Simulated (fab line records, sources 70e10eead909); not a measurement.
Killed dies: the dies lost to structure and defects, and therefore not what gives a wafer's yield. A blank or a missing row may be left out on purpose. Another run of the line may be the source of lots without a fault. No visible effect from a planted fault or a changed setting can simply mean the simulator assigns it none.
Comparing a struck lot with a sound one -- flow nandHarc -- 14 steps out of a route of 1302
Sound: these wafers, L452.1, L452.4, L452.6. Struck: wafer L443.5. (L443.2, L443.3 of the same lot were not struck and are left out.) The cause comes at the end.
Per side, at each step with rows, come the tool, then ch with its chambers, and then its first start. Under that, the readings that differ: sound wafers -- struck wafers -- difference of the means -- sigmas: that difference in standard deviations of wafers without a fault.
alike: readings whose means differ by less than 2 such deviations, and words and numbers that are the same on both sides. not compared: withheld readings, readings that some wafer has no value for, bounds like >300 that may hide the same value, and numbers for which the record gives no deviation and whose values overlap.
A row with sigmas, a row that says differs or no value, or rows on one side alone: a step with any of these is where the two part. Numbers that have no deviation but don't overlap get no sigmas and don't part them. A reading that every wafer of one side lacks parts them only if that side has two wafers or more.

NHARC_A_BLC_DESCUM_15: chemistry O2, time 3 s.
  sound on rieDiel-11 ch 2,3, day 28 11:21; struck on rieDiel-01 ch 0, day 24 01:01
  alike: drypumpMotorCurrentA, o2FlowSccm, oesProductAu, rfVppV, showerheadPlenumPTorr, throttleValvePct
  not compared: rfHoursCounterH
then, 3 steps without rows for these wafers: NHARC_A_BLC_ETCH_16 (etches the open film in CF4, target depth 39 nm, time 65 s); NHARC_A_BLC_ETCH_17 (etches the open film in N2/H2, target depth 390 nm, time 609.38 s); NHARC_A_BLC_ETCH_18 (etches the open film in C4F8/O2/Ar, target depth 910 nm).
NHARC_A_BLC_CD_MEAS_19:
  sound: cdSem-02 at day 28 12:18; struck: cdSem-01 at day 24 01:59
  alike: cdNm
NHARC_A_BLC_STRIP_29: strips in CF4.
  sound on rieDiel-11 ch 0,2,3, day 28 12:24; struck on rieDiel-11 ch 1, day 24 02:04
  alike: drypumpMotorCurrentA, oesProductAu, rfVppV, showerheadPlenumPTorr, throttleValvePct
  not compared: rfHoursCounterH
then, 2 steps without rows for these wafers: NHARC_A_BLC_STRIP_21 (strips in O2); NHARC_A_BLC_STRIP_22 (strips in post etch residue remover, time 600 s).
NHARC_A_BLC_DEGAS_30: time 60 s.
  sound: pvdSputter-01 at day 28 12:54; struck: pvdSputter-03 at day 24 02:43
  alike: heaterPowerW
then, 1 step without rows for these wafers: NHARC_A_BLC_PRE_CLEAN_31 (time 15 s).
NHARC_A_BLC_PVD_32: deposits Ti, target thk 5 nm, time 17.7 s.
  sound on pvdSputter-01; struck on pvdSputter-03
  alike: throttleValvePct
NHARC_A_BLC_ALD_23: deposits TiN, target thk 3 nm, pulse time 1 s, ald cycles 150.
  sound on aldMetal-03 ch 1,3, day 28 13:09; struck on aldMetal-02 ch 1, day 24 02:57
reading,sound,struck,difference,sigmas
precursorPulseHeightRel,0.984 0.975 1.027,1.041,+0.046,+2
  alike: heaterPowerW
NHARC_A_BLC_CVD_24: deposits W, target thk 150 nm, time 434 s.
  sound on cvdW-02 ch 1, day 28 13:21; struck on cvdW-02 ch 0, day 24 03:09
  alike: heaterPowerW, throttleValvePct
NHARC_A_BLC_CMP_25: polishes, t overpolish 30 s, target thk 150 nm.
  sound on cmp-01 ch 1,2, day 28 13:52; struck on cmp-04 ch 3, day 24 03:40
reading,sound,struck,difference,sigmas
timeToEndpointS (s),25.2 28.2 26.0,15.1,-11.4,-4
  alike: motorCurrentA, overpolishRunS

== WHERE THEY PART ==
First at NHARC_A_BLC_ALD_23; last, within this record, at NHARC_A_BLC_CMP_25.

WHY: what the simulator had put in
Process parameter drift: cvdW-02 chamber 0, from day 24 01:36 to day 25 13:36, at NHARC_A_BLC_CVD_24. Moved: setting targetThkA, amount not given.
